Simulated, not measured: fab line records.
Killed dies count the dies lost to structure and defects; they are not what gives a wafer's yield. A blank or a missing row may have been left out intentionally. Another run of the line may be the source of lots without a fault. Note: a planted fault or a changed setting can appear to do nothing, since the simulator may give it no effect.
What tool caused it? + flow n5Finfet + 10 lots, 29 wafers sampled, at 3 steps of a route of 1938

== WHAT EACH GAUGE READ, for each wafer ==
N5_BEOL_M4_RC_MEAS_101.
| lot  | measured     | on        | CJ_N           |
|------|--------------|-----------|----------------|
| L102 | day 8 01:43  | prober-02 | 4.36 4.29 4.31 |
| L103 | day 8 10:36  | prober-01 | 4.44 4.33 4.45 |
| L104 | day 8 20:47  | prober-02 | 4.36 4.42 4.26 |
| L105 | day 9 01:07  | prober-02 | 4.30 4.15 4.24 |
| L108 | day 10 01:47 | prober-02 | 4.27 4.02      |
| L110 | day 10 05:44 | prober-01 | 4.42 4.36 3.83 |
| L112 | day 10 18:38 | prober-02 | 4.28 4.43 4.00 |
| L117 | day 12 04:16 | prober-01 | 4.35 4.52 4.35 |
| L118 | day 12 05:36 | prober-01 | 4.29 4.28 4.28 |
| L124 | day 13 23:46 | prober-01 | 4.47 4.32 4.30 |

== WHAT TOOL EACH LOT RAN ON (gives the tool, then ch and the chambers of the sampled wafers, and finally the start) ==
| lot  | N5_SD_EPI_N_SD_RECESS_17       | N5_BEOL_M4_SPUTTER_90       |
|------|--------------------------------|-----------------------------|
| L102 | rieSi-05 ch 1,3, day 3 03:02   | pvdSputter-02, day 7 23:38  |
| L103 | rieSi-05 ch 0,3, day 3 07:24   | pvdSputter-02, day 8 08:50  |
| L104 | rieSi-05 ch 2,3, day 3 14:03   | pvdSputter-02, day 8 18:41  |
| L105 | rieSi-04 ch 0,3, day 3 22:44   | pvdSputter-01, day 8 23:19  |
| L108 | rieSi-05 ch 0,1, day 4 13:22   | pvdSputter-02, day 9 23:56  |
| L110 | rieSi-05 ch 1,2,3, day 5 01:29 | pvdSputter-03, day 10 03:29 |
| L112 | rieSi-05 ch 0,1, day 5 18:55   | pvdSputter-02, day 10 16:49 |
| L117 | rieSi-04 ch 2,3, day 6 21:40   | pvdSputter-03, day 12 02:10 |
| L118 | rieSi-04 ch 0,3, day 7 03:16   | pvdSputter-02, day 12 03:14 |
| L124 | rieSi-05 ch 0,1, day 8 14:08   | pvdSputter-01, day 13 21:47 |
- N5_SD_EPI_N_SD_RECESS_17: chemistry HBr/Cl2/O2, target depth 41 nm, time 23.7 s, bt time 3 s.
- N5_BEOL_M4_SPUTTER_90: material Cu, target thk 4.5 nm, time 8.29 s.

== THE ANSWER, worked out from the rows above alone ==
Rule: usual is defined by the lots themselves. Put in order of their means at a reading, lots are off if they are a third of the lots or fewer, leave a main group of 4 or more, and stand apart from it by a gap of 3 or more times the standard deviation of the main group's means; of several such gaps the widest counts. A main group whose means are all the same, to the digits that the tables above print for the reading, isn't used. A lot without any number at a reading at which 4 lots or more have one is off too. Any other lot the step has rows for is counted as sound.
No lot is off on any of the readings shown, so nothing can be concluded from this.

== WHAT THE SIMULATOR HAD INSERTED ==
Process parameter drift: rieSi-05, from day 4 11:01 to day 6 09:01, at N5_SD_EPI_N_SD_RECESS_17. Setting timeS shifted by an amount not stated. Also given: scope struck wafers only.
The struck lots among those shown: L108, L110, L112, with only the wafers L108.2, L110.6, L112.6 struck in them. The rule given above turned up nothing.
